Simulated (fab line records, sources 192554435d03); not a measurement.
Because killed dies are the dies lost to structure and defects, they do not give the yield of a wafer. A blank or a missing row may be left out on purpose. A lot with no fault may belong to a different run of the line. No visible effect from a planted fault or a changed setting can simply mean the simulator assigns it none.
Chamber matching || flow n5 finfet || ald sin-01 running N5_BEOL_M2_ALD_98: 4 sister chambers
The step deposits SiO2, target thk 2.5 nm, pulse time 1 s, co reactant pulse time 1 s. 36 wafers are shown with their chamber, then 12 later ones without.

== EACH WAFER AND ITS CHAMBER ==
{"wafer": "L074.1", "chamber": 1, "heater power w (W)": 67, "precursor pulse height rel": 1.004}
{"wafer": "L074.4", "chamber": 0, "heater power w (W)": 88, "precursor pulse height rel": 1.003}
{"wafer": "L074.6", "chamber": 0, "heater power w (W)": 90, "precursor pulse height rel": 1.004}
{"wafer": "L076.3", "chamber": 0, "heater power w (W)": 89, "precursor pulse height rel": 0.976}
{"wafer": "L076.4", "chamber": 0, "heater power w (W)": 87, "precursor pulse height rel": 1.001}
{"wafer": "L076.6", "chamber": 1, "heater power w (W)": 68, "precursor pulse height rel": 1.010}
{"wafer": "L077.3", "chamber": 0, "heater power w (W)": 86, "precursor pulse height rel": 1.018}
{"wafer": "L077.4", "chamber": 3, "heater power w (W)": 84, "precursor pulse height rel": 1.001}
{"wafer": "L077.6", "chamber": 1, "heater power w (W)": 67, "precursor pulse height rel": 0.992}
{"wafer": "L079.1", "chamber": 1, "heater power w (W)": 67, "precursor pulse height rel": 1.010}
{"wafer": "L079.2", "chamber": 0, "heater power w (W)": 87, "precursor pulse height rel": 0.981}
{"wafer": "L079.4", "chamber": 1, "heater power w (W)": 67, "precursor pulse height rel": 1.012}
{"wafer": "L080.1", "chamber": 2, "heater power w (W)": 86, "precursor pulse height rel": 1.021}
{"wafer": "L080.3", "chamber": 3, "heater power w (W)": 85, "precursor pulse height rel": 0.953}
{"wafer": "L080.6", "chamber": 2, "heater power w (W)": 84, "precursor pulse height rel": 1.004}
{"wafer": "L081.2", "chamber": 2, "heater power w (W)": 84, "precursor pulse height rel": 1.023}
{"wafer": "L081.4", "chamber": 0, "heater power w (W)": 88, "precursor pulse height rel": 1.038}
{"wafer": "L081.6", "chamber": 2, "heater power w (W)": 87, "precursor pulse height rel": 1.000}
{"wafer": "L082.1", "chamber": 1, "heater power w (W)": 67, "precursor pulse height rel": 0.988}
{"wafer": "L082.2", "chamber": 3, "heater power w (W)": 83, "precursor pulse height rel": 0.978}
{"wafer": "L082.6", "chamber": 0, "heater power w (W)": 87, "precursor pulse height rel": 0.979}
{"wafer": "L086.1", "chamber": 2, "heater power w (W)": 85, "precursor pulse height rel": 1.036}
{"wafer": "L086.3", "chamber": 3, "heater power w (W)": 84, "precursor pulse height rel": 1.068}
{"wafer": "L086.5", "chamber": 3, "heater power w (W)": 85, "precursor pulse height rel": 1.007}
{"wafer": "L087.3", "chamber": 0, "heater power w (W)": 91, "precursor pulse height rel": 1.017}
{"wafer": "L087.4", "chamber": 2, "heater power w (W)": 86, "precursor pulse height rel": 1.017}
{"wafer": "L087.6", "chamber": 2, "heater power w (W)": 88, "precursor pulse height rel": 1.017}
{"wafer": "L089.4", "chamber": 3, "heater power w (W)": 82, "precursor pulse height rel": 1.026}
{"wafer": "L089.5", "chamber": 0, "heater power w (W)": 89, "precursor pulse height rel": 0.989}
{"wafer": "L089.6", "chamber": 1, "heater power w (W)": 68, "precursor pulse height rel": 1.014}
{"wafer": "L088.2", "chamber": 2, "heater power w (W)": 85, "precursor pulse height rel": 0.979}
{"wafer": "L088.5", "chamber": 1, "heater power w (W)": 68, "precursor pulse height rel": 0.982}
{"wafer": "L088.6", "chamber": 2, "heater power w (W)": 86, "precursor pulse height rel": 0.957}
{"wafer": "L093.2", "chamber": 1, "heater power w (W)": 67, "precursor pulse height rel": 0.984}
{"wafer": "L093.5", "chamber": 2, "heater power w (W)": 88, "precursor pulse height rel": 1.007}
{"wafer": "L093.6", "chamber": 3, "heater power w (W)": 84, "precursor pulse height rel": 1.007}

SIGNATURES (averages over the wafers above)
{"reading": "heater power w", "chamber 0": 88.20, "chamber 1": 67.33, "chamber 2": 85.90, "chamber 3": 83.86, "scatter within a chamber": 1.24}
{"reading": "precursor pulse height rel", "chamber 0": 1.00060, "chamber 1": 0.99956, "chamber 2": 1.00610, "chamber 3": 1.00571, "scatter within a chamber": 0.0235}
Rule: for each reading, subtract the chamber's mean from the wafer's reading, divide by that reading's scatter and square the result; add these up over the readings and take the root, which gives the wafer's distance from the chamber. The wafer belongs to the nearest chamber; if the next one is less than 2 further off, it can't be placed. The scatter: the root of (the sum of the squares of (reading less its chamber's mean) over the shown wafers, divided by (wafers less chambers)).

== WAFERS WITH NO CHAMBER GIVEN ==
{"wafer": "L094.1", "heater power w (W)": 67, "precursor pulse height rel": 1.017}
{"wafer": "L094.4", "heater power w (W)": 83, "precursor pulse height rel": 1.012}
{"wafer": "L094.6", "heater power w (W)": 89, "precursor pulse height rel": 0.970}
{"wafer": "L092.3", "heater power w (W)": 84, "precursor pulse height rel": 1.021}
{"wafer": "L092.5", "heater power w (W)": 85, "precursor pulse height rel": 1.020}
{"wafer": "L092.6", "heater power w (W)": 83, "precursor pulse height rel": 1.032}
{"wafer": "L095.1", "heater power w (W)": 86, "precursor pulse height rel": 1.010}
{"wafer": "L095.3", "heater power w (W)": 89, "precursor pulse height rel": 1.016}
{"wafer": "L095.4", "heater power w (W)": 69, "precursor pulse height rel": 1.008}
{"wafer": "L097.1", "heater power w (W)": 86, "precursor pulse height rel": 0.977}
{"wafer": "L097.5", "heater power w (W)": 90, "precursor pulse height rel": 1.014}
{"wafer": "L097.6", "heater power w (W)": 67, "precursor pulse height rel": 1.020}

== EACH ONE'S CHAMBER ==
{"wafer": "L094.1", "from the rows above": 1, "in truth": 1}
{"wafer": "L094.4", "from the rows above": "can't be placed: 3 or 2", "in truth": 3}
{"wafer": "L094.6", "from the rows above": "can't be placed: 0 or 2", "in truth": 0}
{"wafer": "L092.3", "from the rows above": "can't be placed: 3 or 2", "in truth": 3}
{"wafer": "L092.5", "from the rows above": "can't be placed: 2 or 3 or 0", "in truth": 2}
{"wafer": "L092.6", "from the rows above": "can't be placed: 3 or 2", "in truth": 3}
{"wafer": "L095.1", "from the rows above": "can't be placed: 2 or 3 or 0", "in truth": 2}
{"wafer": "L095.3", "from the rows above": "can't be placed: 0 or 2", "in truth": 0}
{"wafer": "L095.4", "from the rows above": 1, "in truth": 1}
{"wafer": "L097.1", "from the rows above": "can't be placed: 2 or 0 or 3", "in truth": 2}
{"wafer": "L097.5", "from the rows above": "can't be placed: 0 or 2", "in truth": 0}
{"wafer": "L097.6", "from the rows above": 1, "in truth": 1}
Correct placement for 3 of the 12. From these rows, 9 cannot be placed; in 9 the true chamber is one of the candidates. Placed wrongly: 0.
